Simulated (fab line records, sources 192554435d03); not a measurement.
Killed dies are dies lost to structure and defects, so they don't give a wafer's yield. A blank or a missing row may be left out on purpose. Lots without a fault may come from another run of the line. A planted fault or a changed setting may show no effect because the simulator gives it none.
Split-lot experiment | flow n5_finfet | 7 lots, 21 wafers read, on a route of 1938 steps

THE SPLIT
At N5_BEOL_M11_COAT_22 (resist thk 90 nm), the setting spin_rpm was moved away from the recipe's 1500 rpm on 10 of the 21 wafers read, by -8.9% to +11.3%. The other wafers ran this setting at the recipe's value.

The reading is taken at the split's own step.

THE READING
CAR-ArF_of_BEOL_M11_COAT_22.thk_nm (the simulator's own value, which no gauge read), in nm, at N5_BEOL_M11_COAT_22 (resist thk 90 nm). The file gives no usual value for it. The 11 wafers here that ran the recipe average 90.1 nm, standard deviation 0.13 nm.

wafer  | tool, chamber at the split | spin_rpm as run, rpm | against the recipe | CAR-ArF_of_BEOL_M11_COAT_22.thk_nm, nm | against lot-mates on the recipe
L074.3 | litho_track-03, 0          | 1500                 | recipe             | 90                                     | -
L074.6 | litho_track-03, 0          | 1500                 | recipe             | 90                                     | -
L074.4 | litho_track-03, 0          | 1393                 | -7.1%              | 93.6                                   | +3.6
L078.3 | litho_track-05, 0          | 1669                 | +11.3%             | 85.2                                   | no lot-mate on the recipe
L078.4 | litho_track-05, 0          | 1669                 | +11.3%             | 85.2                                   | no lot-mate on the recipe
L078.5 | litho_track-05, 0          | 1669                 | +11.3%             | 85                                     | no lot-mate on the recipe
L080.1 | litho_track-04, 0          | 1500                 | recipe             | 90                                     | -
L080.5 | litho_track-04, 0          | 1500                 | recipe             | 90                                     | -
L080.6 | litho_track-04, 0          | 1500                 | recipe             | 90.4                                   | -
L083.1 | litho_track-05, 0          | 1500                 | recipe             | 90                                     | -
L083.5 | litho_track-05, 0          | 1500                 | recipe             | 90                                     | -
L083.4 | litho_track-05, 0          | 1589                 | +5.9%              | 87.2                                   | -2.8
L084.3 | litho_track-03, 0          | 1500                 | recipe             | 90                                     | -
L084.4 | litho_track-03, 0          | 1366                 | -8.9%              | 94.2                                   | +4.2
L084.5 | litho_track-03, 0          | 1366                 | -8.9%              | 93.8                                   | +3.8
L093.2 | litho_track-03, 0          | 1658                 | +10.5%             | 85.8                                   | -4.4
L093.4 | litho_track-03, 0          | 1500                 | recipe             | 90.2                                   | -
L093.6 | litho_track-03, 0          | 1500                 | recipe             | 90.2                                   | -
L094.2 | litho_track-05, 0          | 1581                 | +5.4%              | 87.6                                   | -2.6
L094.5 | litho_track-05, 0          | 1581                 | +5.4%              | 87.6                                   | -2.6
L094.6 | litho_track-05, 0          | 1500                 | recipe             | 90.2                                   | -

THE FIT
A straight line over all 21 wafers: CAR-ArF_of_BEOL_M11_COAT_22.thk_nm changes by -0.442 nm for each +1% of spin_rpm; r = -1.00; the points scatter about the line by 0.19 nm.
The same after taking each lot's own level away (the mean of its wafers on the recipe; 18 wafers): -0.454 nm for each +1%; r = -1.00; scatter 0.18 nm.
On that fit, the largest move of spin_rpm shifts the reading by 5.1 nm.
The lots' own levels span 90.00 to 90.20 nm, that is 1.5 times the standard deviation above.
So the lot-to-lot level changes the slope little: the two slopes agree.
Check: with one of the wafers moved furthest among these (+10.5%) left out of the fit, the line predicts -4.93 nm for it against its lot-mates. It came out at -4.4 nm against them.

THE FILE'S OWN FIT
CAR-ArF_of_BEOL_M11_COAT_22.thk_nm changes by -0.452 nm for each +1% of spin_rpm, r = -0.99.
